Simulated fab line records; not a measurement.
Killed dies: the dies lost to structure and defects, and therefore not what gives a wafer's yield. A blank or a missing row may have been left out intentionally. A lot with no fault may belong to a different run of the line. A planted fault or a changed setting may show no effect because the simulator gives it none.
Matching of chambers / flow n5-finfet / 3 sister chambers for N5_BEOL_M5_CO_CAP_78 on cvd-co-02
The step material Co, precursor CCTBA/H2, target thk 2 nm, time 102.1 s. 6 wafers are shown with their chamber, then 12 later ones without.

== WAFERS WITH THEIR CHAMBER ==
wafer=L083.1; chamber=0; heater-power-w (W)=248
wafer=L083.4; chamber=2; heater-power-w (W)=239
wafer=L083.6; chamber=0; heater-power-w (W)=237
wafer=L092.1; chamber=1; heater-power-w (W)=193
wafer=L092.3; chamber=2; heater-power-w (W)=237
wafer=L092.6; chamber=1; heater-power-w (W)=196

== WAFERS WHOSE CHAMBER IS MISSING ==
wafer=L091.1; heater-power-w (W)=198
wafer=L091.2; heater-power-w (W)=234
wafer=L091.3; heater-power-w (W)=235
wafer=L091.4; heater-power-w (W)=194
wafer=L091.5; heater-power-w (W)=235
wafer=L091.6; heater-power-w (W)=238
wafer=L096.1; heater-power-w (W)=234
wafer=L096.2; heater-power-w (W)=239
wafer=L096.6; heater-power-w (W)=197
wafer=L097.1; heater-power-w (W)=239
wafer=L097.3; heater-power-w (W)=239
wafer=L097.5; heater-power-w (W)=241

== THE CHAMBER EACH PASSED THROUGH ==
wafer=L091.1; from the rows above=1; in truth=1
wafer=L091.2; from the rows above=can't be placed: 2 or 0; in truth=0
wafer=L091.3; from the rows above=can't be placed: 2 or 0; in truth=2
wafer=L091.4; from the rows above=1; in truth=1
wafer=L091.5; from the rows above=can't be placed: 2 or 0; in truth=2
wafer=L091.6; from the rows above=can't be placed: 2 or 0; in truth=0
wafer=L096.1; from the rows above=can't be placed: 2 or 0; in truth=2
wafer=L096.2; from the rows above=can't be placed: 2 or 0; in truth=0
wafer=L096.6; from the rows above=1; in truth=1
wafer=L097.1; from the rows above=can't be placed: 2 or 0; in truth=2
wafer=L097.3; from the rows above=can't be placed: 2 or 0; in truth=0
wafer=L097.5; from the rows above=can't be placed: 0 or 2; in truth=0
Correct placement for 3 of the 12. Can't be placed from these rows: 9 (the true chamber is among the candidates in 9). 0 placed wrongly.
How it was worked out, from the rows above alone: a wafer's distance from a chamber is the root of the sum, over the readings, of the square of ((its reading less the chamber's mean) divided by the reading's scatter). If the next closest chamber is less than 2 further off than the closest, the wafer can't be placed; otherwise it belongs to the closest. The mean given for a chamber averages the wafers shown for that chamber. The scatter: the root of (the sum of the squares of (reading less its chamber's mean) over the shown wafers, divided by (wafers less chambers)).
